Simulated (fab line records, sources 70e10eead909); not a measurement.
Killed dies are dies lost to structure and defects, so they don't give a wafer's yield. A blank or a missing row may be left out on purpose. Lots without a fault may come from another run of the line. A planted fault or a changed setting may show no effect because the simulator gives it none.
Chamber matching | flow nand_harc | NHARC_A_STAIRCASE_DESCUM_219 on rie_diel-11: 4 sister chambers
The step chemistry O2, time 3 s. 16 wafers are shown with their chamber, then 8 later ones without.

WAFERS WITH THEIR CHAMBER
wafer  | chamber | drypump_motor_current_A (A) | showerhead_plenum_p_Torr (Torr) | rf_vpp_V (V)
L074.2 | 2       | 6.4                         | 1.77                            | 55.6
L074.3 | 1       | 5.4                         | 1.97                            | 59.8
L074.6 | 2       | 6.4                         | 1.77                            | 58.0
L082.1 | 0       | 5.5                         | 1.88                            | 57.5
L082.3 | 1       | 5.5                         | 1.97                            | 58.2
L082.5 | 0       | 5.5                         | 1.88                            | 57.9
L083.3 | 1       | 5.4                         | 1.97                            | 57.3
L083.5 | 0       | 5.5                         | 1.88                            | 57.3
L083.6 | 3       | 5.4                         | 1.80                            | 56.1
L090.1 | 1       | 5.4                         | 1.96                            | 58.1
L090.2 | 0       | 5.5                         | 1.87                            | 58.0
L090.5 | 0       | 5.6                         | 1.87                            | 57.1
L091.2 | 1       | 5.4                         | 1.96                            | 58.0
L091.4 | 0       | 5.5                         | 1.87                            | 57.1
L091.5 | 2       | 6.4                         | 2.07                            | 60.0
L092.1 | 1       | 5.4                         | 1.96                            | 56.2

SIGNATURES (means of the wafers above)
reading                  | chamber 0 | chamber 1 | chamber 2 | chamber 3 | scatter within a chamber
drypump_motor_current_A  | 5.517     | 5.417     | 6.400     | 5.400     | 0.0373
showerhead_plenum_p_Torr | 1.8750    | 1.9650    | 1.8700    | 1.8000    | 0.0709
rf_vpp_V                 | 57.483    | 57.933    | 57.867    | 56.100    | 1.21
Rule: a wafer's distance from a chamber is the root of the sum, over the readings, of the square of ((its reading less the chamber's mean) divided by the reading's scatter). The wafer belongs to the nearest chamber; if the next one is less than 2 further off, it can't be placed. The scatter: the root of (the sum of the squares of (reading less its chamber's mean) over the shown wafers, divided by (wafers less chambers)).

WAFERS WITHOUT THEIR CHAMBER
wafer  | drypump_motor_current_A (A) | showerhead_plenum_p_Torr (Torr) | rf_vpp_V (V)
L092.3 | 6.4                         | 2.06                            | 58.8
L092.5 | 5.4                         | 1.79                            | 57.6
L094.1 | 6.4                         | 2.06                            | 60.2
L094.2 | 5.5                         | 1.87                            | 57.2
L094.3 | 5.4                         | 1.79                            | 56.3
L093.1 | 6.4                         | 2.06                            | 57.1
L093.2 | 5.3                         | 1.79                            | 57.8
L093.4 | 5.4                         | 1.95                            | 57.9

WHICH CHAMBER EACH WENT THROUGH
wafer  | from the rows above     | in truth
L092.3 | 2                       | 2
L092.5 | can't be placed: 3 or 1 | 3
L094.1 | 2                       | 2
L094.2 | 0                       | 0
L094.3 | 3                       | 3
L093.1 | 2                       | 2
L093.2 | can't be placed: 3 or 1 | 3
L093.4 | 1                       | 1
Placed correctly: 6 of 8. Can't be placed from these rows: 2 (the true chamber is among the candidates in 2). Placed wrongly: 0.
